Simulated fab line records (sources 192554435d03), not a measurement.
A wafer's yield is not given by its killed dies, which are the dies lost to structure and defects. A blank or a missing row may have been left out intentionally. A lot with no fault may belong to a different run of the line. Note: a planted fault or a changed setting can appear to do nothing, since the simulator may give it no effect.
Chamber matching :: flow n5 finfet :: N5_BEOL_M13_CMP_49 on cmp-04: 4 sister chambers
The step polishes, stops on SiOC, t overpolish 17.1 s, target thk 420 nm. 4 wafers are shown with their chamber, then 7 later ones without.

## WAFERS PAIRED WITH THEIR CHAMBERS
wafer: L081.2
chamber: 1
motor current A (A): 5.2

wafer: L083.2
chamber: 0
motor current A (A): 7.4

wafer: L088.1
chamber: 2
motor current A (A): 6.4

wafer: L088.4
chamber: 3
motor current A (A): 5.1

## WAFERS MISSING THEIR CHAMBER
wafer: L088.6
motor current A (A): 6.2

wafer: L094.1
motor current A (A): 6.3

wafer: L094.5
motor current A (A): 7.6

wafer: L094.6
motor current A (A): 5.1

wafer: L092.1
motor current A (A): 6.2

wafer: L092.2
motor current A (A): 7.7

wafer: L092.4
motor current A (A): 5.1

## EACH ONE'S CHAMBER
wafer: L088.6
from the rows above: 2
in truth: 2

wafer: L094.1
from the rows above: 2
in truth: 2

wafer: L094.5
from the rows above: 0
in truth: 0

wafer: L094.6
from the rows above: can't be placed: 3 or 1
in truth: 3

wafer: L092.1
from the rows above: 2
in truth: 2

wafer: L092.2
from the rows above: 0
in truth: 0

wafer: L092.4
from the rows above: can't be placed: 3 or 1
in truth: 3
Placed correctly: 5 of 7. These rows do not allow placing 2 (true chamber among the candidates in 2). Wrongly placed: 0.
How it was worked out, from the rows above alone: a wafer's distance from a chamber is the root of the sum, over the readings, of the square of ((its reading less the chamber's mean) divided by the reading's scatter). The wafer belongs to the nearest chamber; if the next one is less than 2 further off, it can't be placed. The mean given for a chamber averages the wafers shown for that chamber. The scatter: root of mean squared gap, hidden wafer to nearest shown wafer, with one shown wafer a chamber.
